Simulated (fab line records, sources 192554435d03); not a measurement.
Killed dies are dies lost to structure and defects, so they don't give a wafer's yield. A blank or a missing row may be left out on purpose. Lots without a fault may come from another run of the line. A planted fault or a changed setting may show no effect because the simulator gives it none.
Chamber matching | flow n5_finfet | N5_BEOL_M3_DESCUM_33 on rie_diel-03: 4 sister chambers
The step chemistry O2, time 7 s. 16 wafers are shown with their chamber, then 8 later ones without.

WAFERS WITH THEIR CHAMBER
wafer  | chamber | oes_product_au (a.u.) | throttle_valve_pct (%) | drypump_motor_current_A (A)
L074.2 | 3       | 0.85                  | 20.10                  | 5.1
L074.4 | 0       | 0.72                  | 20.38                  | 5.0
L074.6 | 2       | 0.69                  | 20.21                  | 5.6
L075.2 | 3       | 0.85                  | 20.11                  | 5.2
L075.4 | 3       | 0.85                  | 20.10                  | 5.1
L075.5 | 0       | 0.73                  | 20.38                  | 5.1
L077.1 | 0       | 0.72                  | 20.40                  | 5.1
L077.5 | 2       | 0.68                  | 20.22                  | 5.7
L077.6 | 3       | 0.84                  | 20.11                  | 5.2
L080.1 | 1       | 0.97                  | 19.88                  | 6.3
L080.2 | 2       | 0.68                  | 20.22                  | 5.6
L080.4 | 3       | 0.82                  | 20.13                  | 5.2
L081.2 | 3       | 0.83                  | 20.14                  | 5.2
L081.3 | 1       | 0.97                  | 19.87                  | 6.3
L081.4 | 2       | 0.69                  | 20.23                  | 5.6
L088.1 | 3       | 0.81                  | 20.16                  | 5.2

SIGNATURES (means of the wafers above)
reading                 | chamber 0 | chamber 1 | chamber 2 | chamber 3 | scatter within a chamber
oes_product_au          | 0.7233    | 0.9700    | 0.6850    | 0.8357    | 0.012
throttle_valve_pct      | 20.3867   | 19.8750   | 20.2200   | 20.1214   | 0.0173
drypump_motor_current_A | 5.067     | 6.300     | 5.625     | 5.171     | 0.0487
Rule: a wafer's distance from a chamber is the root of the sum, over the readings, of the square of ((its reading less the chamber's mean) divided by the reading's scatter). The wafer belongs to the nearest chamber; if the next one is less than 2 further off, it can't be placed. The scatter: the root of (the sum of the squares of (reading less its chamber's mean) over the shown wafers, divided by (wafers less chambers)).

WAFERS WITHOUT THEIR CHAMBER
wafer  | oes_product_au (a.u.) | throttle_valve_pct (%) | drypump_motor_current_A (A)
L088.3 | 0.93                  | 19.91                  | 6.3
L088.6 | 0.92                  | 19.91                  | 6.3
L091.2 | 0.70                  | 20.42                  | 5.1
L091.4 | 0.79                  | 20.19                  | 5.2
L091.6 | 0.80                  | 20.15                  | 5.2
L096.1 | 0.70                  | 20.43                  | 5.1
L096.2 | 0.80                  | 20.15                  | 5.2
L096.4 | 0.90                  | 19.91                  | 6.4

WHICH CHAMBER EACH WENT THROUGH
wafer  | from the rows above | in truth
L088.3 | 1                   | 1
L088.6 | 1                   | 1
L091.2 | 0                   | 0
L091.4 | 3                   | 3
L091.6 | 3                   | 3
L096.1 | 0                   | 0
L096.2 | 3                   | 3
L096.4 | 1                   | 1
Placed correctly: 8 of 8. Can't be placed from these rows: 0. Placed wrongly: 0.
